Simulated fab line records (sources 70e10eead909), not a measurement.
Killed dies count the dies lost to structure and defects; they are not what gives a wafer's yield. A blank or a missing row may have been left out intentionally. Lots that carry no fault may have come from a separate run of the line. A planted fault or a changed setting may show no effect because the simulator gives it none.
Comparing a struck lot with a sound one || flow nandHarc || 40 out of 1302 route steps
Sound: wafers L959.1, L959.5, L959.6. Wafers L956.2, L956.4, L956.5 were the ones struck. The cause comes at the end.
For every step that has rows: the tool of each side, followed by ch and its chambers, followed by its first start. Under that, the readings that differ: sound wafers || struck wafers || difference of the means || sigmas: that difference in standard deviations of wafers without a fault.
alike: readings whose means differ by less than 2 such deviations, and words and numbers that are the same on both sides. not compared: withheld readings, readings that some wafer has no value for, bounds like >300 that may hide the same value, and numbers for which the record gives no deviation and whose values overlap.
A row with sigmas, a row that says differs or no value, or rows on one side alone: a step with any of these is where the two part. Non-overlapping numbers with no deviation appear without sigmas and do not part them. A reading missing from all wafers of one side parts the sides only when that side holds two or more wafers.

NHARC_P_M2_OVL_MEAS_10: pitch 340 nm.
  sound on overlay-02 at day 12 10:01; struck on overlay-01 at day 11 13:43
  alike: overlayXNm, overlayYNm
NHARC_P_M2_INSPECT_11:
  sound on defectInspect-01 at day 12 10:03; struck on defectInspect-02 at day 11 13:46
  alike: rawDefectCount
NHARC_P_M2_DESCUM_14: chemistry O2, time 3 s.
  sound on rieDiel-08 ch 0,1, day 12 10:07; struck on rieDiel-08 ch 2,3, day 11 13:50
  alike: drypumpMotorCurrentA, oesProductAu, rfVppV, showerheadPlenumPTorr, throttleValvePct
  not compared: rfHoursCounterH
then, 2 steps without rows for these wafers: NHARC_P_M2_ETCH_35 (etches the open film in N2/H2, target depth 40 nm, overetch 12 nm, time 43.94 s); NHARC_P_M2_ETCH_15 (etches the open film in C4F8/Ar, target depth 182.5 nm, time 91.2 s).
NHARC_P_M2_CD_MEAS_16:
  sound on cdSem-03 at day 12 10:25; struck on cdSem-02 at day 11 14:08
  alike: cdNm
then, 1 step without rows for these wafers: NHARC_P_M2_STRIP_18 (strips in N2/H2).
NHARC_P_M2_ETCH_28: etches the open film in CF4/N2, target depth 30 nm, time 72.99 s.
  sound on rieDiel-08 ch 0,3; struck on rieDiel-13 ch 0,1,3
  alike: drypumpMotorCurrentA, oesProductAu, rfVppV, showerheadPlenumPTorr, throttleValvePct
  not compared: rfHoursCounterH
then, 1 step without rows for these wafers: NHARC_P_M2_STRIP_19 (strips in post etch residue remover, time 600 s).
NHARC_P_M2_DEGAS_29: time 60 s.
  sound on pvdSputter-01 at day 12 11:10; struck on pvdSputter-03 at day 11 14:55
  alike: heaterPowerW
then, 2 steps without rows for these wafers: NHARC_P_M2_PRE_CLEAN_30 (time 30 s); NHARC_P_M2_PVD_20 (deposits TaN, target thk 5 nm, time 8.06 s).
NHARC_P_M2_PVD_21: deposits Cu, target thk 30 nm, time 20.49 s.
  sound on pvdSputter-01 at day 12 11:25; struck on pvdSputter-03 at day 11 15:10
  alike: throttleValvePct
then, 8 steps without rows for these wafers: NHARC_P_M2_ECD_22 (material Cu, target thk 400 nm); NHARC_P_M2_ANNEAL_31 (time 90 s); NHARC_P_M2_CMP_23 (polishes, t overpolish 20 s, target thk 144.3 nm); NHARC_P_M2_SRD_25; NHARC_P_M2_PRE_CLEAN_32 (time 12 s); NHARC_P_M2_DEP_33 (deposits SiCN, target thk 30 nm); NHARC_P_BONDPAD_DEP_00 (deposits SiCN, target thk 250 nm); NHARC_P_BONDPAD_CMP_32 (polishes SiCN, target thk 200 nm).
NHARC_P_BONDPAD_THK_MEAS_33: measures by ellipsometry.
  sound on filmMetro-02 at day 12 14:11; struck on filmMetro-01 at day 11 17:41
  alike: thkNm
then, 10 steps without rows for these wafers: NHARC_P_BONDPAD_SRD_34; NHARC_P_BONDPAD_DEHYDRATE_01 (time 120 s); NHARC_P_BONDPAD_HMDS_02 (time 30 s); NHARC_P_BONDPAD_COAT_36 (time 65 s); NHARC_P_BONDPAD_COAT_03 (resist thk 600 nm); NHARC_P_BONDPAD_SOFTBAKE_04 (time 70 s); NHARC_P_BONDPAD_EBR_05; NHARC_P_BONDPAD_EXPOSE_06 (exposes mask P BPAD); NHARC_P_BONDPAD_PEB_07 (peb time 80 s); NHARC_P_BONDPAD_DEVELOP_08 (time 50 s).
NHARC_P_BONDPAD_CD_MEAS_09: the cd target is 500 nm.
  sound on cdSem-03 ch 0, day 12 14:46; struck on cdSem-03 ch 0, day 11 18:08
  alike: cdNm
NHARC_P_BONDPAD_OVL_MEAS_38:
  sound on overlay-01 at day 12 14:51; struck on overlay-01 at day 11 18:13
{"reading": "overlayYNm (nm)", "sound": "-10 -11 -11", "struck": "6 6 6", "difference": "+17", "sigmas": "+3"}
  alike: overlayXNm
then, 1 step without rows for these wafers: NHARC_P_BONDPAD_HARDBAKE_10 (time 65 s).
NHARC_P_BONDPAD_DESCUM_11: chemistry O2, time 3 s.
  sound on rieDiel-01 ch 0,1,2, day 12 15:00; struck on rieDiel-01 ch 2,3, day 11 18:21
{"reading": "rfVppV (V)", "sound": "57.1 55.9 55.9", "struck": "59.3 58.1 57.3", "difference": "+1.9", "sigmas": "+2"}
  alike: drypumpMotorCurrentA, oesProductAu, showerheadPlenumPTorr, throttleValvePct
  not compared: rfHoursCounterH
NHARC_P_BONDPAD_ETCH_37: etches the open film in N2/H2, target depth 60 nm, overetch 18 nm, time 65.91 s.
  sound on rieDiel-01 ch 0,2,3, day 12 15:05; struck on rieDiel-01 ch 0,2, day 11 18:26
  alike: drypumpMotorCurrentA, h2FlowSccm, oesProductAu, rfVppV, showerheadPlenumPTorr, throttleValvePct
  not compared: rfHoursCounterH
then, 1 step without rows for these wafers: NHARC_P_BONDPAD_ETCH_12 (etches the open film in CHF3/O2, target depth 200 nm, time 100 s).
NHARC_P_BONDPAD_CD_MEAS_13:
  sound on cdSem-01 at day 12 15:17; struck on cdSem-03 at day 11 18:40
  alike: cdNm
-- the record jumps here: 18 days lie between the struck wafers' starts before and after (it left off in module P_BONDPAD and takes up again in module END, whose first step shown is number 1302 of the route) --
NHARC_END_SORT_01:
  the record has rows for the struck wafers here (prober-01 ch 0, day 29 06:53) and none for the sound ones

## WHERE THEY PART
First at NHARC_P_BONDPAD_OVL_MEAS_38; last, within this record, at NHARC_END_SORT_01.

WHY: whatever the simulator had introduced
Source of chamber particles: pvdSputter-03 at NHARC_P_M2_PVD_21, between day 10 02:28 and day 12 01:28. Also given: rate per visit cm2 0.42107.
